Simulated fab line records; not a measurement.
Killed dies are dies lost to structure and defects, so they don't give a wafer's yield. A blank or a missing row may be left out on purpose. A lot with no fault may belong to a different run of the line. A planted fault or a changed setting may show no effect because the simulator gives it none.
Struck lot and sound lot, side by side || flow n5 finfet || 32 out of 1938 route steps
Sound: wafers L850.1, L850.4, L850.6. Struck: wafers L859.1, L859.2, L859.6. The cause comes at the end.
For every step that has rows: the tool of each side, followed by ch and its chambers, followed by its first start. Under that, the readings that differ: sound wafers || struck wafers || difference of the means || sigmas: that difference in standard deviations of wafers without a fault.
alike: readings whose means differ by less than 2 such deviations, and words and numbers that are the same on both sides. not compared: withheld readings, readings that some wafer has no value for, bounds like >300 that may hide the same value, and numbers for which the record gives no deviation and whose values overlap.
A row with sigmas, a row that says differs or no value, or rows on one side alone: a step with any of these is where the two part. Non-overlapping numbers with no deviation appear without sigmas and do not part them. A reading missing from all wafers of one side parts the sides only when that side holds two or more wafers.

first, 10 steps without rows for these wafers: N5_SD_EPI_P_PRECLEAN_51 (cleans in NF3:NH3, afs cycles 1, time 20 s, sublimation time 60 s); N5_SD_EPI_P_VAPOR_ETCH_44 (etches SiGe30 in NF3/Ar, time 3.3 s); N5_SD_EPI_P_EPI_21 (deposits SiGe:B, time 355 s); N5_SD_EPI_P_HM_STRIP_48 (strips SiNx in H3PO4, material SiNx, target depth 3 nm); N5_SD_EPI_P_SRD_49 (time 30 s); N5_SD_EPI_P_PRECLEAN_24 (cleans in O3/DIW, time 45 s); N5_SD_EPI_P_PRECLEAN_32 (cleans in dHF, time 10 s); N5_SD_EPI_P_PRECLEAN_33 (cleans in SC2, time 45 s); N5_SD_EPI_P_SRD_25 (time 30 s); N5_SD_ACTIVATION_RTA_00 (time 0 s).
N5_SD_ACTIVATION_LSA_01: time 0.0008 s.
  sound on laser anneal-02 ch 0, day 4 17:18; struck on laser anneal-02 ch 0, day 7 00:56
{"reading": "wafer_temp_C_max", "sound": "1086.0 1085.9 1085.7", "struck": "1029.1 1027.7 1028.1", "difference": -57.6, "sigmas": -52}
N5_SD_ACTIVATION_RS_MEAS_03: uses a four-point probe to measure.
  sound on film metro-02, day 4 17:30; struck on film metro-01, day 7 01:08
{"reading": "RS_SD_N (ohm/sq)", "sound": "22.0 22.6 22.7", "struck": "28.1 28.1 27.9", "difference": "+5.6", "sigmas": "+18"}
  alike: RS_SD_P
then, 19 steps without rows for these wafers: N5_ILD0_LINER_00 (material SiNx, target thk 4 nm, pulse time 1 s, purge time 2 s); N5_ILD0_FCVD_FILL_01 (material SiO2 flowable, target thk 200 nm, time 328.3 s); N5_ILD0_CURE_02 (time 1800 s); N5_ILD0_CMP_03 (polishes, stops on SiNx, t overpolish 1.9 s, target thk 197.38 nm); N5_ILD0_CMP_07 (polishes SiO2 flowable, stops on poly-Si, t overpolish 1.18 s, target thk 138.88 nm); N5_ILD0_PRECLEAN_10 (cleans in NF3:NH3, afs cycles 5, time 20 s, sublimation time 60 s); N5_ILD0_ALD_15 (deposits SiNx, target thk 24 nm, pulse time 1 s, ald cycles 480); N5_ILD0_CMP_12 (polishes SiNx, stops on poly-Si, t overpolish 6 s, target thk 17.67 nm); N5_SDB_HM_DEP_00 (deposits SiNx from SiH4/NH3/N2, target thk 40 nm, time 35.3 s); N5_SDB_COAT_03 (time 60 s, resist thk 100 nm); N5_SDB_COAT_04 (time 60 s, resist thk 18 nm); N5_SDB_COAT_05 (resist thk 90 nm); N5_SDB_EBR_07; N5_SDB_SOFTBAKE_06 (time 60 s); N5_SDB_EXPOSE_08 (exposes mask SDB); N5_SDB_PEB_09 (peb time 60 s); N5_SDB_DEVELOP_10 (develop time 30 s); N5_SDB_DESCUM_16 (chemistry O2, time 7.9 s); N5_SDB_ETCH_17 (etches SiARC in CF4, target depth 23.4 nm, time 39 s).
-- the record jumps here: 5 days lie between the struck wafers' starts before and after (it left off in module SDB and takes up again in module BEOL_M4, whose first step shown is number 1111 of the route) --
N5_BEOL_M4_RC_MEAS_101:
  sound on prober-01 ch 0, day 9 13:31; struck on prober-01 ch 0, day 11 13:44
{"reading": "ION_N (uA/um)", "sound": "679 678 692", "struck": "671 665 653", "difference": -20, "sigmas": -2}
{"reading": "RC_DENSE_N (ohm.um)", "sound": "18.7 19.3 18.8", "struck": "23.9 24.2 23.7", "difference": "+5.0", "sigmas": "+14"}
{"reading": "RC_N (ohm.um)", "sound": "15.39 15.47 15.22", "struck": "19.50 19.54 19.46", "difference": "+4.14", "sigmas": "+15"}
{"reading": "REXT_N (ohm.um)", "sound": "75.5 77.1 75.7", "struck": "86.3 86.2 86.2", "difference": "+10.1", "sigmas": "+7"}
{"reading": "RS_SD_N (ohm/sq)", "sound": "28.7 28.6 28.9", "struck": "35.0 35.3 35.1", "difference": "+6.4", "sigmas": "+18"}
  alike: DIBL_N, DIBL_P, IOFF_N, IOFF_P, ION_P, SS_N, SS_P, VT_N, VT_P

## WHERE THEY PART
Last at N5_BEOL_M4_RC_MEAS_101 as far as this record goes, first at N5_SD_ACTIVATION_LSA_01.

WHY: the cause the simulator had injected
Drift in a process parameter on laser anneal-02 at N5_SD_ACTIVATION_LSA_01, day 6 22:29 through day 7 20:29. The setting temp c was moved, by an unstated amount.
